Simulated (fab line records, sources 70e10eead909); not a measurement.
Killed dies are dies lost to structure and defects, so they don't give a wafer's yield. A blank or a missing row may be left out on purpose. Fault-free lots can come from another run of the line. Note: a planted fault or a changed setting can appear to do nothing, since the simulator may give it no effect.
Code-filled problem report in 8D (eight disciplines) form ; flow nandHarc ; the parts of the form that need people (team, actions taken, sign-off) are left out

1. WHAT IS WRONG
At NHARC_P_GATE_CD_MEAS_26, cdNm averages 105.7 nm over 2 wafers from 2 lots, while fault-free wafers read 120.0 nm, standard deviation 0.65. That is -22 standard deviations from the usual mean.
The step: target cd 120 nm.
Earliest sighting: wafer L327.5 on cdSem-03 at day 12 01:57. The record holds 38 wafers of 14 lots with a number at this step. By rule, "out" or "out of limits" means more than 4 standard deviations away from the usual mean. The rest of the wafers with a number are treated as sound.

2. WHAT IT IS, WHAT IT ISN'T
question;is;is not
which readings at this step;cdNm;-
which lots;L327, L328;L310, L311, L312, L313, L314, L315, L316, L317, L318, L330, L331, L333
which wafers of those lots;all that have a number;-
read on which gauges;cdSem-03;cdSem-01, cdSem-02
when;from day 12 01:57;"up to then (27 sound wafers); but 9 sound wafers of L330, L331, L333 came after"

3. SUSPECTS, AND WHAT RULES EACH OUT
Counting: any tool at a process step up to the reading is kept as a suspect provided that every lot that is out went through it and no sound lot did after the first of them.
- the gauge at NHARC_P_GATE_CD_MEAS_26: kept. All the wafers that are out were read on cdSem-03, and no step on other tools shows them out.
- lithoTrack-04 at NHARC_P_GATE_PEB_24 (peb time 65 s): kept. All lots that are out passed through it, beginning with L327 at day 12 01:52, and no sound lot followed; its final sound lot before that point was L316 at day 7 11:46.
What counting leaves: lithoTrack-04 at NHARC_P_GATE_PEB_24 and cdSem-03 at NHARC_P_GATE_CD_MEAS_26.

4. THE CAUSE (what the simulator had put in)
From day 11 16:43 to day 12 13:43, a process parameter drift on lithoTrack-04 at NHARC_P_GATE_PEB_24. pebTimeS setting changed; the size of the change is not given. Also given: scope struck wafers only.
2 suspects survive the count, and this tool is in that group.

5. THE CHAIN OF EFFECTS, in route order
One row per reading whose mean, taken over the struck wafers that have a number, lies over 3 standard deviations from the usual. Only readings for which the record gives a usual standard deviation are gone through. hours: the time from each lot's start at the first step in this table that gives one to its start at this step, as a median over the lots. sigmas: the change in usual standard deviations.
hours;step;reading;usual;on struck wafers;change;sigmas
0;NHARC_P_GATE_CD_MEAS_26;cdNm;120.0 nm;105.7;-14.3;-22

6. HOW IT WOULD HAVE BEEN CAUGHT EARLIER
The first out-of-limits reading at a measuring or inspecting step in this record came at day 12 01:57, 9 hours after the fault's start at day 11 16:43.
Among the 2 lots that are out, L328 began NHARC_P_GATE_PEB_24 on lithoTrack-04 after day 12 01:57. It would have been spared by a hold on the tool at that moment.
